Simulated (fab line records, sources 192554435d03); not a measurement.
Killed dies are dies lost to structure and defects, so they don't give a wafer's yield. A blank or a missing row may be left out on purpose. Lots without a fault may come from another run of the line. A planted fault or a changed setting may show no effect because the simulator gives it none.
Which tool did it? | flow n5_finfet | 15 lots, 45 wafers sampled, at 1 step of a route of 1938

WHAT THE GAUGES READ, wafer by wafer
N5_BEOL_M3_CD_MEAS_11: target cd 17.05 nm. Usual: cd_nm 17.06 nm, standard deviation 0.24.
lot  | measured     | on        | cd_nm (nm)        | flag
L344 | day 6 20:11  | cd_sem-03 | 17.13 17.00 16.95 |
L345 | day 7 11:10  | cd_sem-03 | 16.97 17.40 17.00 |
L346 | day 8 01:57  | cd_sem-01 | 17.12 16.83 17.50 |
L348 | day 8 03:19  | cd_sem-03 | 16.99 17.09 17.04 |
L349 | day 8 04:44  | cd_sem-01 | 17.17 16.81 16.56 |
L350 | day 8 07:01  | cd_sem-03 | 17.25 16.97 17.10 |
L354 | day 9 19:17  | cd_sem-03 | 16.68 17.10 16.93 |
L353 | day 9 23:01  | cd_sem-03 | 17.50 17.28 17.29 |
L352 | day 9 23:04  | cd_sem-01 | 17.10 16.80 17.35 |
L356 | day 10 08:37 | cd_sem-03 | 16.99 17.35 17.12 |
L360 | day 11 12:30 | cd_sem-01 | 16.92 16.53 16.53 |
L361 | day 11 22:36 | cd_sem-01 | 16.83 16.93 17.18 |
L363 | day 12 01:27 | cd_sem-03 | 17.19 16.80 16.96 |
L364 | day 12 06:55 | cd_sem-01 | 17.06 17.46 17.36 |
L367 | day 12 21:52 | cd_sem-03 | 17.27 17.05 16.70 |

WHICH TOOL RAN EACH LOT (tool, then ch and the chambers of the sampled wafers, then the start)
The record holds no process step before these readings.

WHAT THE TOOLS THEMSELVES READ (means of the sampled wafers that have a number; where no wafer has one, the mark that the record gives instead)
The record holds no such reading with a usual standard deviation.

THE ANSWER, worked out from the rows above alone
Rule: a lot is off if the mean of its wafers that have a number lies more than 3 standard deviations from the usual mean. A lot without any number at a reading at which 4 lots or more have one is off too. The other lots that the step has rows for count as sound. The gauges are gone through in route order, then the tools' own readings, and for those a lot's mean is taken as printed above. The first step at which some lot is off is used, and at that step the reading that is off furthest; a lot without a number counts as furthest.
No lot is off at any reading shown: from this, nothing can be told.

WHAT THE SIMULATOR HAD PUT IN
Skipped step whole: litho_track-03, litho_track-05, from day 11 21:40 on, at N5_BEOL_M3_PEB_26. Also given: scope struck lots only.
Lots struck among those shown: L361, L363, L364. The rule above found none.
